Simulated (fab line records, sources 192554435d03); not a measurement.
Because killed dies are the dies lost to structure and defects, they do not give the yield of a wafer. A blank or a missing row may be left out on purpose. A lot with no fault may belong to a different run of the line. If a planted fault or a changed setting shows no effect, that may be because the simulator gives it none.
A struck lot beside a sound one || flow n5Finfet || 37 steps out of a route of 1938
Sound: wafers L870.1, L870.3, L870.5. The struck wafers were L858.1, L858.5, L858.6. Last of all comes the cause.
For every step that has rows: the tool of each side, followed by ch and its chambers, followed by its first start. Under that, the readings that differ: sound wafers || struck wafers || difference of the means || sigmas: that difference in standard deviations of wafers without a fault.
alike: a reading whose means differ by less than 2 such deviations, as well as words and numbers matching on both sides. not compared: withheld readings; readings where some wafer has no value; bounds like >300 that might hide an equal value; numbers whose values overlap and for which the record gives no deviation.
A row with sigmas, a row that says differs or no value, or rows on one side alone: a step with any of these is where the two part. When numbers do not overlap yet have no deviation, they are printed without sigmas and do not part them. A reading that every wafer of one side lacks parts them only if that side has two wafers or more.

first, 9 steps without rows for these wafers: N5_WELL_APT_COAT_19 (resist thk 950 nm); N5_WELL_APT_EBR_21; N5_WELL_APT_SOFTBAKE_20 (time 60 s); N5_WELL_APT_EXPOSE_22 (exposes mask PWELL, defocus 0 nm, target cd 200 nm); N5_WELL_APT_PEB_23 (peb time 90 s); N5_WELL_APT_DEVELOP_24 (develop time 45 s); N5_WELL_APT_HARDBAKE_29 (time 120 s); N5_WELL_APT_DESCUM_30 (chemistry O2, time 7.9 s); N5_WELL_APT_IMPLANT_31.
N5_WELL_APT_IMPLANT_32:
  sound on implanter-01 ch 0, day 7 03:22; struck on implanter-02 ch 0, day 4 03:31
{"reading": "doseIonsCm2", "sound": "2.0039e+13 2.0024e+13 2.0018e+13", "struck": "2.6544e+13 2.6546e+13 2.6564e+13", "difference": "+6.5243e+12", "sigmas": "+99 or more"}
{"reading": "faradayCurrentUA", "sound": "254 256 262", "struck": "341 331 341", "difference": "+80", "sigmas": "+15"}
then, 25 steps without rows for these wafers: N5_WELL_APT_STRIP_33 (strips in SPM, time 900 s); N5_WELL_APT_RTA_34 (time 10 s); N5_WELL_APT_OXIDE_STRIP_42 (strips SiO2 in dHF, time 45 s, target depth 12 nm); N5_WELL_APT_PRECLEAN_36 (cleans in O3/DIW, time 45 s); N5_WELL_APT_PRECLEAN_39 (cleans in dHF, time 60 s); N5_WELL_APT_SRD_37 (time 30 s); N5_WELL_APT_EPI_41 (deposits Si from SiH4/H2, target thk 50 nm, time 297.7 s); N5_PMOS_HMC_CHANNEL_EPI_HM_DEP_34 (deposits SiO2 from TEOS/O2, target thk 36 nm, time 6.9 s); N5_PMOS_HMC_CHANNEL_EPI_COAT_31 (time 60 s, resist thk 66 nm); N5_PMOS_HMC_CHANNEL_EPI_COAT_03 (resist thk 205 nm); N5_PMOS_HMC_CHANNEL_EPI_EBR_05; N5_PMOS_HMC_CHANNEL_EPI_SOFTBAKE_04 (time 60 s); N5_PMOS_HMC_CHANNEL_EPI_EXPOSE_06 (exposes mask PMOS HMC BLK, target cd 240 nm); N5_PMOS_HMC_CHANNEL_EPI_PEB_07 (peb time 60 s); N5_PMOS_HMC_CHANNEL_EPI_DEVELOP_08 (develop time 30 s); N5_PMOS_HMC_CHANNEL_EPI_DESCUM_14 (chemistry O2, time 7.9 s); N5_PMOS_HMC_CHANNEL_EPI_ETCH_32 (etches BARC in N2/H2, stops on SiO2, target depth 85.8 nm, time 50.3 s); N5_PMOS_HMC_CHANNEL_EPI_HM_OPEN_15 (chemistry CHF3/O2, target SiO2, target depth 40.6 nm, time 20.3 s); N5_PMOS_HMC_CHANNEL_EPI_STRIP_33 (strips in N2/H2); N5_PMOS_HMC_CHANNEL_EPI_STRIP_17 (strips in SPM, time 750 s); N5_PMOS_HMC_CHANNEL_EPI_ETCH_38 (etches SiO2 in CF4, target depth 1.5 nm); N5_PMOS_HMC_CHANNEL_EPI_FIN_RECESS_16 (chemistry HBr/Cl2, target Si, target depth 54 nm, time 18 s); N5_PMOS_HMC_CHANNEL_EPI_PRECLEAN_36 (cleans in O3/DIW, time 45 s); N5_PMOS_HMC_CHANNEL_EPI_PRECLEAN_18 (cleans in DHF, time 30 s); N5_PMOS_HMC_CHANNEL_EPI_SRD_19 (time 30 s).
-- the record jumps here: 6 days lie between the struck wafers' starts before and after (it left off in module PMOS_HMC_CHANNEL_EPI and takes up again in module BEOL_M4, whose first step shown is number 1111 of the route) --
N5_BEOL_M4_RC_MEAS_101:
  sound on prober-01 ch 0, day 13 22:57; struck on prober-01 ch 0, day 10 05:17
{"reading": "CJ_N", "sound": "4.25 4.45 4.27", "struck": "4.99 5.11 5.08", "difference": "+0.74", "sigmas": "+10"}
  alike: DIBL_N, DIBL_P, IOFF_N, IOFF_P, ION_N, ION_P, SS_N, SS_P, VT_N, VT_P
then, 1 step without rows for these wafers: N5_PASSIVATION_PROBE_49.

== WHERE THEY PART ==
At N5_WELL_APT_IMPLANT_32 first; at N5_BEOL_M4_RC_MEAS_101 last (within this record only).

WHY: whatever the simulator had introduced
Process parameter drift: implanter-02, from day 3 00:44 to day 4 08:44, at N5_WELL_APT_IMPLANT_32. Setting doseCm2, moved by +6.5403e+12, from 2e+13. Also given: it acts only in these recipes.
